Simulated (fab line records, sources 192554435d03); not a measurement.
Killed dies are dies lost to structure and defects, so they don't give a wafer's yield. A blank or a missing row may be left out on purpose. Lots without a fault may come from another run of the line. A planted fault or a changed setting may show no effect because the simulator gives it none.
fab line records | flow n5_finfet
record lots=7 wafers=21
route steps=1938 shown BEOL_M15@1773 MIM_BOT@1833 MIM_BOT_LITHO@1858
start_h: hours from the record's first day to the start of the lot's first wafer shown | wait_h: hours since the lot's step before | " the same as in the row above | L1.1+2: a row that stands for several wafers | - no value, or no start given | * or withheld: withheld | < > ~ a bound
route shown NAME@n: a module of which the file shows steps, and the number in the route of the first | usual: mean/standard deviation of fault-free wafers | same: alike in all rows | chamber/n: place in a boat | sites: the reading at each site | _std_site: their standard deviation | _edge_site: outer sites' mean less inner sites' | radius_mm: how far each site lies from the wafer's centre | mask NAME#n: copy n | behind: the tool/chamber that last shaped the wafer | hold: why the lot was held/for how many hours/how that ended | device: the transistor (n, p or np) that didn't switch | end of line: the same wafers' tests at the end of the route | a step without rows: its recipe alone | killed: dies lost to structure and defects at the first sort, not the wafer's yield | map: a wafer's dies, x killed, . not, _ none there
set.NAME: the setting as run; set.NAME@STEP: as run at that earlier step | model.NAME: the simulator's own value behind a step, which no gauge read
lots whose settings were changed on purpose; a table a step, a row a wafer
## steps
# step N5_BEOL_M15_ILD_DEP_00
# recipe material=SiO2 target_thk_a=16293 temp_c=400 precursor=TEOS/O2 pressure_torr=6.5 rf_w=900 teos_flow_sccm=161.4 gas=O2 flow_sccm=2650 time_s=346.1
# columns lot.wafer tool chamber start_h wait_h set.time_s model.SiO2_of_BEOL_M15_ILD_DEP_00.thk_nm
L077.4 pecvd-03 2 315.31 0.1 346.1 1647
L077.5 " 0 " " 346.1 1648
L077.6 " 2 " " 346.1 1651
L076.3 pecvd-01 2 324.12 0.0 346.1 1632
L076.4 " 0 " " 346.1 1649
L076.5 " 2 " " 346.1 1664
L083.1 pecvd-02 1 324.13 0.0 387.8 1767
L083.5 " 2 " " 346.1 1609
L083.6 " 0 " " 346.1 1631
L085.1 pecvd-01 2 365.44 0.0 346.1 1625
L085.2 " 1 " " 346.1 1596
L085.4 " 2 " " 346.1 1616
L088.1 pecvd-03 0 369.92 0.0 346.1 1613
L088.2 " 1 " " 366.9 1756
L088.3 " 2 " " 366.9 1712
L090.1 pecvd-02 1 404.87 0.0 346.1 1592
L090.2 " 0 " " 363.1 1697
L090.3 " 2 " " 363.1 1713
L092.1 pecvd-01 2 408.97 0.0 346.1 1637
L092.2 " 0 " " 346.1 1611
L092.6 " 2 " " 306.6 1460
# step N5_BEOL_M15_THK_MEAS_01
# recipe reads=SiO2_of_BEOL_M15_ILD_DEP_00
# usual M15_ILD_THK=1626/24
# columns lot.wafer tool chamber start_h wait_h set.time_s@BEOL_M15_ILD_DEP_00 M15_ILD_THK[nm]
L077.4 film_metro-01 - 315.56 0.1 346.1 1648
L077.5 " - " " 346.1 1649
L077.6 " - " " 346.1 1651
L076.3 film_metro-01 - 324.37 0.1 346.1 1631
L076.4 " - " " 346.1 1648
L076.5 " - " " 346.1 1664
L083.1 film_metro-02 - 324.38 0.1 387.8 1766
L083.5 " - " " 346.1 1609
L083.6 " - " " 346.1 1631
L085.1 film_metro-01 - 365.70 0.2 346.1 1625
L085.2 " - " " 346.1 1596
L085.4 " - " " 346.1 1616
L088.1 film_metro-02 - 370.17 0.1 346.1 1613
L088.2 " - " " 366.9 1756
L088.3 " - " " 366.9 1712
L090.1 film_metro-02 - 405.12 0.1 346.1 1593
L090.2 " - " " 363.1 1697
L090.3 " - " " 363.1 1714
L092.1 film_metro-02 - 409.22 0.1 346.1 1638
L092.2 " - " " 346.1 1608
L092.6 " - " " 306.6 1461
# step N5_BEOL_M15_COAT_58
# recipe resist=BARC temp_c=205 time_s=60 spin_rpm=1500 resist_thk_nm=89
# step N5_BEOL_M15_COAT_04
# recipe spin_rpm=1704 resist_thk_nm=800
# step N5_BEOL_M15_DESCUM_15
# recipe chemistry=O2 time_s=7.9 source_power_w=50 bias_power_w=20 pressure_mtorr=20 rf_frequency_hz=2.712e+07 temp_c=40 o2_flow_sccm=225
# step N5_BEOL_M15_ETCH_59
# recipe chemistry=N2/H2 target=BARC target_depth_a=890 overetch_a=267 time_s=67.9 ion_energy_ev=200 pressure_mtorr=30 source_w=840 bias_w=150 n2_flow_sccm=200 h2_flow_sccm=200
# step N5_BEOL_M15_VIA_ETCH_16
# recipe chemistry=C4F8/O2/Ar target=SiO2 he_inner_torr=15 he_outer_torr=30 target_depth_a=17922 time_s=withheld ion_energy_ev=800 pressure_mtorr=20 source_w=1905 bias_w=2040 Ar_flow_sccm=400 C4F8_flow_sccm=16 O2_flow_sccm=12 ends=cleared
# columns lot.wafer tool chamber start_h wait_h set.time_s@BEOL_M15_ILD_DEP_00 model.etch.depth_nm model.coat_of_BEOL_M15_COAT_04.thk_nm
L077.4 rie_diel-05 3 316.03 0.0 * 1647 332.2
L077.5 " 3 " " * 1648 332.4
L077.6 " 0 " " * 1651 326.8
L076.3 rie_diel-01 1 324.90 0.0 * 1632 340.8
L076.4 " 3 " " * 1649 337.2
L076.5 " 0 " " * 1664 329
L083.1 rie_diel-06 0 325.20 0.0 * 1767 302.4
L083.5 " 0 " " * 1609 340
L083.6 " 3 " " * 1631 343
L085.1 rie_diel-05 3 366.20 0.0 * 1625 336.2
L085.2 " 1 " " * 1596 342
L085.4 " 0 " " * 1616 336.6
L088.1 rie_diel-01 1 370.65 0.0 * 1613 349
L088.2 " 2 " " * 1756 313.6
L088.3 " 0 " " * 1712 320.8
L090.1 rie_diel-06 2 405.83 0.0 * 1592 342
L090.2 " 1 " " * 1697 319.4
L090.3 " 3 " " * 1713 326.8
L092.1 rie_diel-01 3 409.70 0.0 * 1637 333.8
L092.2 " 2 " " * 1611 344.2
L092.6 " 2 " " * 1460 375.8
# step N5_MIM_BOT_SPUTTER_00
# recipe material=TiN target_thk_a=350 temp_c=200 power_w=3000 chamber_pressure_pa=0.49996 gas=Ar reactive_partial_pa=0.37997 time_s=89.7
# columns lot.wafer tool chamber start_h wait_h set.time_s model.TiN_of_MIM_BOT_SPUTTER_00.thk_nm
L077.4+5+6 pvd_sputter-01 - 322.67 0.0 89.7 35.4
L076.3 pvd_sputter-02 - 332.44 0.0 89.7 35.4
L076.4 " - " " 89.7 35.6
L076.5 " - " " 89.7 36
L083.1+5 pvd_sputter-02 - 332.68 0.0 84.83 33.4
L083.6 " - " " 89.7 35
L085.1 pvd_sputter-03 - 372.42 0.0 99.66 38.6
L085.2 " - " " 89.7 34.6
L085.4 " - " " 99.66 38.8
L088.1 pvd_sputter-03 - 378.90 0.0 89.7 35.4
L088.2+3 " - " " 89.7 34.8
L090.1 pvd_sputter-02 - 415.40 0.0 89.7 35.4
L090.2 " - " " 89.7 35.6
L090.3 " - " " 89.7 35.8
L092.1 pvd_sputter-03 - 416.75 0.0 99.25 38.4
L092.2 " - " " 99.25 38.6
L092.6 " - " " 89.7 34.8
# step N5_MIM_BOT_LITHO_EXPOSE_05
# recipe mask_id=MIM_BOT na=0.55 source_shape=conventional sigma_outer=0.8 polarization=unpolarized dose_mj=24.25
# columns lot.wafer tool chamber start_h wait_h mask set.dose_mj
L077.4+5+6 krf_scanner-01 0 326.14 - MIM_BOT#0 24.25
L076.3+4+5 krf_scanner-01 0 337.44 - MIM_BOT#0 24.25
L083.1+5+6 krf_scanner-02 0 337.63 - MIM_BOT#0 25.19
L085.1+2 krf_scanner-02 0 375.94 - MIM_BOT#0 25.66
L085.4 " 0 " " MIM_BOT#0 24.25
L088.1 krf_scanner-01 0 382.12 - MIM_BOT#0 24.25
L088.2+3 " 0 " " MIM_BOT#0 22.53
L090.1+2 krf_scanner-02 0 417.98 - MIM_BOT#0 24.25
L090.3 " 0 " " MIM_BOT#0 24.83
L092.1+2+6 krf_scanner-02 0 422.91 - MIM_BOT#0 24.25
# step N5_MIM_BOT_LITHO_PEB_06
# recipe peb_temp_c=withheld peb_time_s=*
# step N5_MIM_BOT_LITHO_DEVELOP_07
# recipe develop_time_s=60 rinse_liquid=diw dry=air_spin dev_temp_c=21
# step N5_MIM_BOT_LITHO_HARDBAKE_09
# recipe temp_c=130 time_s=120
# step N5_MIM_BOT_LITHO_CD_MEAS_08
# recipe target_cd_nm=3000 landing_energy_ev=500 detector=se_inlens polarity=opening
# usual cd_nm=3000.2/2.4
# columns lot.wafer tool chamber start_h wait_h set.dose_mj@MIM_BOT_LITHO_EXPOSE_05 cd_nm
L077.4 cd_sem-03 0 326.30 - 24.25 3002.0
L077.5 " 0 " " 24.25 2997.7
L077.6 " 0 " " 24.25 3000.8
L076.3 cd_sem-02 0 337.61 - 24.25 3000.1
L076.4 " 0 " " 24.25 2998.8
L076.5 " 0 " " 24.25 2997.5
L083.1 cd_sem-02 0 337.81 - 25.19 3006.4
L083.5 " 0 " " 25.19 3004.5
L083.6 " 0 " " 25.19 3002.9
L085.1 cd_sem-03 0 376.11 - 25.66 3006.7
L085.2 " 0 " " 25.66 3006.8
L085.4 " 0 " " 24.25 2994.3
L088.1 cd_sem-01 0 382.30 - 24.25 2999.1
L088.2 " 0 " " 22.53 2987.1
L088.3 " 0 " " 22.53 2985.8
L090.1 cd_sem-03 0 418.15 - 24.25 3004.4
L090.2 " 0 " " 24.25 2999.6
L090.3 " 0 " " 24.83 3005.3
L092.1 cd_sem-03 0 423.09 - 24.25 3000.4
L092.2 " 0 " " 24.25 3001.6
L092.6 " 0 " " 24.25 3000.7
## key
split step=N5_BEOL_M15_ILD_DEP_00 setting=time_s stated=346.1 by=wafer
response step=N5_BEOL_M15_ILD_DEP_00 reading=model.SiO2_of_BEOL_M15_ILD_DEP_00.thk_nm change=+14.6 per=1% r=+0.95
response step=N5_BEOL_M15_THK_MEAS_01 reading=M15_ILD_THK change=+14.6 per=1% r=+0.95
response step=N5_BEOL_M15_VIA_ETCH_16 reading=model.etch.depth_nm change=+14.6 per=1% r=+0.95
response step=N5_BEOL_M15_VIA_ETCH_16 reading=model.coat_of_BEOL_M15_COAT_04.thk_nm change=-3.5 per=1% r=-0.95
split step=N5_MIM_BOT_SPUTTER_00 setting=time_s stated=89.7 by=wafer
response step=N5_MIM_BOT_SPUTTER_00 reading=model.TiN_of_MIM_BOT_SPUTTER_00.thk_nm change=+0.352 per=1% r=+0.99
split step=N5_MIM_BOT_LITHO_EXPOSE_05 setting=dose_mj stated=24.25 by=wafer
response step=N5_MIM_BOT_LITHO_CD_MEAS_08 reading=cd_nm change=+1.9 per=1% r=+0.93
